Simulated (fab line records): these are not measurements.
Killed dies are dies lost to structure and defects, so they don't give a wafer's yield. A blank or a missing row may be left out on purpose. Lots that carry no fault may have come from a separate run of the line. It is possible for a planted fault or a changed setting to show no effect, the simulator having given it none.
Struck lot and sound lot, side by side / flow n5Finfet / 16 steps out of a route of 1938
Sound: these wafers, L872.2, L872.3, L872.6. Wafers struck: L887.4, L887.5, L887.6. Last of all comes the cause.
Per side, at each step with rows, come the tool, then ch with its chambers, and then its first start. Under that, the readings that differ: sound wafers / struck wafers / difference of the means / sigmas: that difference in standard deviations of wafers without a fault.
alike: readings with means less than 2 such deviations apart, plus words and numbers identical on both sides. not compared: withheld readings, readings lacking a value on some wafer, bounds such as >300 that could conceal the same value, and numbers that have no deviation in the record and whose values overlap.
A row with sigmas, a row that says differs or no value, or rows on one side alone: a step with any of these is where the two part. Numbers that don't overlap but have no deviation are shown without sigmas and don't part them. A reading that every wafer of one side lacks parts them only if that side has two wafers or more.

N5_BEOL_M4_CD_MEAS_35: target cd 18 nm, target cd y 22.4 nm.
  sound on cdSem-02, day 7 16:24; struck on cdSem-03, day 11 06:11
  alike: cdNm
N5_BEOL_M4_DEGAS_44: time 60 s.
  sound on pvdSputter-02, day 7 16:43; struck on pvdSputter-01, day 11 06:52
  alike: heaterPowerW
then, 2 steps without rows for these wafers: N5_BEOL_M4_PRE_CLEAN_45 (time 30 s); N5_BEOL_M4_ALD_84 (deposits TaN, pulse time 2 s, purge time 3 s, co reactant purge time 2 s).
N5_BEOL_M4_SURFACE_TREAT_85:
  sound on pvdSputter-03, day 7 17:11; struck on pvdSputter-02, day 11 07:21
  not compared: throttleValvePct
then, 4 steps without rows for these wafers: N5_BEOL_M4_CVD_47 (deposits Co from CCTBA/H2, target thk 3 nm, time 223.8 s); N5_BEOL_M4_SPUTTER_48 (material Cu, target thk 4.5 nm, time 8.29 s); N5_BEOL_M4_ANNEAL_49 (time 240 s); N5_BEOL_M4_SPUTTER_79 (material Cu, target thk 4.5 nm, time 8.29 s).
N5_BEOL_M4_ANNEAL_80: time 240 s.
  sound on pvdSputter-02, day 7 17:59; struck on pvdSputter-02, day 11 07:58
  alike: heaterPowerW
then, 1 step without rows for these wafers: N5_BEOL_M4_SPUTTER_81 (material Cu, target thk 4.5 nm, time 8.29 s).
N5_BEOL_M4_ANNEAL_82: time 240 s.
  sound on pvdSputter-02, day 7 18:13; struck on pvdSputter-02, day 11 08:11
  alike: heaterPowerW
N5_BEOL_M4_SPUTTER_86: material Cu, target thk 4.5 nm, time 8.29 s.
  sound on pvdSputter-02, day 7 18:21; struck on pvdSputter-02, day 11 08:20
  no value came back on the struck wafers for chamberPressurePa (Pa), chuckGasFlowSccm (sccm), throttleValvePct (%), timeS (s); on the sound wafers chamberPressurePa (Pa) reads 0.07012 0.06988 0.07031
N5_BEOL_M4_ANNEAL_87: time 240 s.
  sound on pvdSputter-02, day 7 18:26; struck on pvdSputter-02, day 11 08:25
  alike: heaterPowerW
N5_BEOL_M4_RC_MEAS_101:
  sound on prober-02 ch 0, day 7 20:58; struck on prober-01 ch 0, day 11 11:01
  alike: DIBL_N, DIBL_P, IOFF_N, IOFF_P, ION_N, ION_P, SS_N, SS_P, VT_N, VT_P
-- here the record skips 4 days between the struck wafers' starts before and after, leaving off in module BEOL_M4 and picking up in module PASSIVATION (first step shown: number 1936 of the route) --
N5_PASSIVATION_PROBE_49:
  sound on prober-02, day 12 10:04; struck on prober-01, day 15 13:17
  alike: defectLimitedYield, killed_at_M0_to_M3, killed_at_M4_up, killedAtContacts, killedAtFrontEnd, killedAtOther, killedDies, killedOnRim, killedOpen, killedShort, sort_bin_5_function, sort_bin_6_memory, sortNPass, sortYieldPct

## WHERE THEY PART
At N5_BEOL_M4_SPUTTER_86 and nowhere else, as far as this record goes. Later steps at which nothing parts them and some readings are alike: N5_BEOL_M4_ANNEAL_87, N5_BEOL_M4_RC_MEAS_101, N5_PASSIVATION_PROBE_49.

WHY: what the simulator had put in
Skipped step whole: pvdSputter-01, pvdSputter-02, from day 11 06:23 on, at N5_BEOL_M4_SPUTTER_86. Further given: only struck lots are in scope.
